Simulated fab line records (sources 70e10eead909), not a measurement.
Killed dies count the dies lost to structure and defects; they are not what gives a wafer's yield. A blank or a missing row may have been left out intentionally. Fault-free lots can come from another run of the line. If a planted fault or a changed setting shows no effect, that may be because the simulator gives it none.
Which tool did it? ; flow nand_harc ; 12 lots with 36 wafers sampled at 5 steps, on a route of 1302 steps

WHAT THE GAUGES SHOWED, per wafer
NHARC_P_STI_OVL_MEAS_10. Usual: overlay_x_nm 5 nm, standard deviation 6.7; overlay_y_nm -1 nm, standard deviation 6.8.
lot;measured;on;overlay_x_nm (nm);overlay_y_nm (nm);flag
L688;day 2 20:45;overlay-02;14 14 14;-11 -10 -11;
L690;day 3 17:14;overlay-02;-5 -5 -6;-2 -2 -1;
L691;day 4 02:43;overlay-02;8 9 8;-2 -3 -2;
L696;day 6 04:21;overlay-01;-2 -3 -3;2 2 3;
L703;day 9 01:41;overlay-01;3 4 4;2 2 2;
L704;day 9 11:41;overlay-01;-10 -9 -9;1 0 1;
L706;day 10 10:15;overlay-02;6 5 6;-12 -11 -11;
L707;day 10 16:22;overlay-01;1 1 1;-9 -9 -10;
L708;day 11 07:50;overlay-01;2 2 2;2 1 2;
L710;day 12 01:02;overlay-01;1 1 2;-2 -1 -1;

NHARC_END_SORT_01. Usual: killed_at_array 49, standard deviation 18; killed_at_other 0.7, standard deviation 1.1; killed_at_periphery 4.0, standard deviation 2.6; killed_dies 54, standard deviation 19; killed_open 3.4, standard deviation 1.7; killed_short 2.5, standard deviation 1.7.
lot;measured;on;killed_at_array;killed_at_other;killed_at_periphery;killed_dies;killed_open;killed_short;flag
L694;day 26 04:15;prober-02;52 58 63;0 0 0;625 619 614;677 677 677;8 6 2;4 1 1;OFF
L695;day 27 09:05;prober-02;78 60 77;2 1 1;597 616 599;677 677 677;3 2 4;3 1 1;OFF
L696;day 28 03:58;prober-02;48;2;4;54;3;2;

WHAT TOOL EACH LOT RAN ON (gives the tool, then ch and the chambers of the sampled wafers, and finally the start)
lot;NHARC_P_ZERO_WELL_ETCH_63;NHARC_P_STI_ETCH_42;NHARC_P_GATE_DESCUM_31
L688;rie_si-05 ch 2,3, day 1 23:30;rie_diel-13 ch 0,1,2, day 2 21:00;rie_diel-10 ch 0,1, day 5 01:25
L690;rie_si-03 ch 0,2,3, day 2 17:34;rie_diel-13 ch 0,1,3, day 3 17:30;rie_diel-01 ch 0,3, day 5 19:30
L691;rie_si-05 ch 2,3, day 3 03:49;rie_diel-07 ch 0,1,2, day 4 02:59;rie_diel-04 ch 0,1,3, day 6 13:00
L694;rie_si-05 ch 0,2,3, day 4 09:34;-;-
L695;rie_si-05 ch 0,1, day 4 19:41;-;-
L696;rie_si-03 ch 1,3, day 5 05:36;rie_diel-11 ch 1,3, day 6 04:37;rie_diel-10 ch 0,1,3, day 8 17:18
L703;rie_si-03 ch 1,2,3, day 8 03:36;rie_diel-07 ch 0,2, day 9 01:56;rie_diel-04 ch 0,2,3, day 11 06:35
L704;rie_si-04 ch 0,3, day 8 13:41;rie_diel-13 ch 1,2, day 9 11:59;rie_diel-01 ch 1,2,3, day 12 04:44
L706;rie_si-05 ch 0,2,3, day 9 09:32;rie_diel-11 ch 1,2,3, day 10 10:32;rie_diel-10 ch 0,2,3, day 12 18:33
L707;rie_si-03 ch 0,1,2, day 9 19:43;rie_diel-11 ch 0,1,3, day 10 16:38;rie_diel-10 ch 0,1,2, day 12 17:53
L708;rie_si-04 ch 1,2,3, day 10 05:48;rie_diel-13 ch 0,2,3, day 11 08:07;rie_diel-10 ch 1,3, day 13 11:32
L710;rie_si-03 ch 2,3, day 11 01:37;rie_diel-07 ch 0,1, day 12 01:17;rie_diel-10 ch 2,3, day 14 08:32
- NHARC_P_ZERO_WELL_ETCH_63: etches the open film in HBr/Cl2, target depth 120 nm, time 40.1 s.
- NHARC_P_STI_ETCH_42: etches the open film in N2/H2, target depth 80 nm, overetch 24 nm, time 61 s.
- NHARC_P_GATE_DESCUM_31: chemistry O2, time 3 s.

WHAT THE TOOLS THEMSELVES READ (means of the sampled wafers that have a number; where no wafer has one, the mark that the record gives instead)
NHARC_P_ZERO_WELL_ETCH_63. Usual: bias_w 100.0 W, standard deviation 0.32; chamber_pressure_mTorr 15.000 mTorr, standard deviation 0.014; drypump_motor_current_A 5.6 A, standard deviation 0.48; oes_product_au 1.000 a.u., standard deviation 0.0096; throttle_valve_pct 26.405 %, standard deviation 0.0092.
lot;tool;bias_w (W);chamber_pressure_mTorr (mTorr);drypump_motor_current_A (A);oes_product_au (a.u.);throttle_valve_pct (%);flag
L688;rie_si-05;100.3;14.991;5.9;0.997;26.401;
L690;rie_si-03;100.0;15.003;5.6;1.007;26.406;
L691;rie_si-05;99.7;14.999;5.9;0.999;26.404;
L694;rie_si-05;-;-;-;-;-;OFF
L695;rie_si-05;-;-;-;-;-;OFF
L696;rie_si-03;100.3;14.995;5.5;1.000;26.403;
L703;rie_si-03;100.0;15.002;5.7;0.997;26.391;
L704;rie_si-04;99.8;14.992;5.8;1.000;26.400;
L706;rie_si-05;100.1;15.016;5.7;0.995;26.408;
L707;rie_si-03;100.2;14.997;5.2;1.001;26.403;
L708;rie_si-04;100.1;14.994;5.6;1.017;26.410;
L710;rie_si-03;99.8;15.015;5.9;1.007;26.404;

NHARC_P_STI_ETCH_42. Usual: bias_w 149.9 W, standard deviation 0.42; chamber_pressure_mTorr 30.003 mTorr, standard deviation 0.026; drypump_motor_current_A 5.6 A, standard deviation 0.49; n2_flow_sccm 150.1 sccm, standard deviation 0.41; oes_product_au 0.996 a.u., standard deviation 0.011; rf_vpp_V 429.2 V, standard deviation 2.3; showerhead_plenum_p_Torr 1.99 Torr, standard deviation 0.079; throttle_valve_pct 14.171 %, standard deviation 0.0093.
lot;tool;bias_w (W);chamber_pressure_mTorr (mTorr);drypump_motor_current_A (A);n2_flow_sccm (sccm);oes_product_au (a.u.);rf_vpp_V (V);showerhead_plenum_p_Torr (Torr);throttle_valve_pct (%);flag
L688;rie_diel-13;149.9;30.014;5.3;150.1;1.008;430.7;2.04;14.178;
L690;rie_diel-13;150.3;30.005;5.4;149.8;0.990;430.2;2.03;14.175;
L691;rie_diel-07;150.0;30.006;5.8;150.2;1.011;428.2;1.96;14.175;
L696;rie_diel-11;149.8;29.990;5.2;150.0;1.001;428.0;1.96;14.171;
L703;rie_diel-07;149.7;30.002;5.6;149.8;0.996;429.0;1.99;14.172;
L704;rie_diel-13;149.8;29.995;5.0;149.8;1.007;429.8;2.06;14.170;
L706;rie_diel-11;150.0;30.005;5.5;149.7;0.990;427.8;1.95;14.175;
L707;rie_diel-11;150.1;29.987;5.6;150.3;0.987;430.4;2.03;14.178;
L708;rie_diel-13;149.8;30.018;5.7;150.4;0.992;428.1;1.97;14.175;
L710;rie_diel-07;150.1;29.982;5.6;150.2;0.999;427.2;1.93;14.171;

NHARC_P_GATE_DESCUM_31. Usual: drypump_motor_current_A 5.8 A, standard deviation 0.36; oes_product_au 1.000 a.u., standard deviation 0.0083; rf_vpp_V 57.7 V, standard deviation 0.83; showerhead_plenum_p_Torr 1.92 Torr, standard deviation 0.069; throttle_valve_pct 11.310 %, standard deviation 0.0094.
lot;tool;drypump_motor_current_A (A);oes_product_au (a.u.);rf_vpp_V (V);showerhead_plenum_p_Torr (Torr);throttle_valve_pct (%);flag
L688;rie_diel-10;5.9;0.999;57.6;1.83;11.310;
L690;rie_diel-01;6.0;0.994;58.3;1.92;11.317;
L691;rie_diel-04;5.7;1.004;57.7;2.00;11.309;
L696;rie_diel-10;5.9;1.000;58.4;1.88;11.309;
L703;rie_diel-04;5.5;1.000;58.8;2.03;11.310;
L704;rie_diel-01;5.9;0.991;57.5;1.87;11.299;
L706;rie_diel-10;5.7;0.999;57.7;1.92;11.307;
L707;rie_diel-10;5.8;0.996;56.3;1.87;11.301;
L708;rie_diel-10;5.7;0.999;57.7;1.85;11.315;
L710;rie_diel-10;5.5;1.002;57.7;1.95;11.310;

THE ANSWER, worked out from the rows above alone
Rule: a lot is off if the mean of its wafers that have a number lies more than 3 standard deviations from the usual mean. A lot without any number at a reading at which 4 lots or more have one is off too. The other lots that the step has rows for count as sound. After the gauges, taken in route order, come the tools' own readings; for these a lot's mean is taken, as printed above. At the first step where some lot is off, the reading lying furthest off is the one used; lots without a number count as furthest.
Off at NHARC_END_SORT_01 (killed_at_periphery): L694, L695. Neither off nor sound, because the step has no rows for them: L688, L690, L691, L703, L704, L706, L707, L708, L710.
If a tool, at a process step before that reading, ran all the lots that are off and no sound lot after the first of them, it fits. The gauges at NHARC_END_SORT_01 aren't tried: what is off there is off at NHARC_P_ZERO_WELL_ETCH_63 too, on other tools, and a gauge's error can't cause that. One candidate fits, namely rie_si-05 at NHARC_P_ZERO_WELL_ETCH_63. It ran no sound lot before its first lot that is off in this sample, so the start can't be narrowed down.

WHAT THE SIMULATOR HAD PUT IN
Step skipped in full: rie_si-05, at NHARC_P_ZERO_WELL_ETCH_63, from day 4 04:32 onward. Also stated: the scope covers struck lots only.
Struck lots among those shown: L694, L695. The same result came from the rule above.
